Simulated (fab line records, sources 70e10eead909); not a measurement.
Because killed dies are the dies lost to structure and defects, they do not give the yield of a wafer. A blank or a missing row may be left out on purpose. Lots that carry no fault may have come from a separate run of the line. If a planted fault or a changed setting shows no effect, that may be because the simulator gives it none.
Matching of chambers	flow nand-harc	rie-diel-08 running NHARC_A_CONTACT_ETCH_88: 4 sister chambers
The step etches the open film in CF4, target depth 39 nm, time 65 s. 4 wafers are shown with their chamber, then 12 later ones without.

## WAFERS PAIRED WITH THEIR CHAMBERS
wafer	chamber	showerhead-plenum-p-Torr (Torr)
L085.2	3	1.84
L086.3	0	1.81
L090.3	2	1.84
L090.6	1	1.70

## WAFERS MISSING THEIR CHAMBER
wafer	showerhead-plenum-p-Torr (Torr)
L093.2	1.84
L093.5	1.84
L093.6	1.84
L092.2	1.70
L092.4	1.84
L092.6	1.84
L094.2	1.84
L094.4	1.81
L094.6	1.81
L097.2	1.84
L097.4	1.69
L097.6	1.69

## CHAMBER TAKEN BY EACH
wafer	from the rows above	in truth
L093.2	can't be placed: 2 or 3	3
L093.5	can't be placed: 2 or 3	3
L093.6	can't be placed: 2 or 3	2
L092.2	1	1
L092.4	can't be placed: 2 or 3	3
L092.6	can't be placed: 2 or 3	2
L094.2	can't be placed: 2 or 3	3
L094.4	0	0
L094.6	0	0
L097.2	can't be placed: 2 or 3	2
L097.4	1	1
L097.6	1	1
Correctly placed: 5 of 12. From these rows, 7 cannot be placed; in 7 the true chamber is one of the candidates. Wrongly placed: 0.
How it was worked out, from the rows above alone: a wafer's distance from a chamber is the root of the sum, over the readings, of the square of ((its reading less the chamber's mean) divided by the reading's scatter). The wafer belongs to the nearest chamber; if the next one is less than 2 further off, it can't be placed. A chamber's mean is the mean of its shown wafers. The scatter (one wafer shown for each chamber): square how far every hidden wafer sits from the nearest shown wafer, average those squares and take the square root.
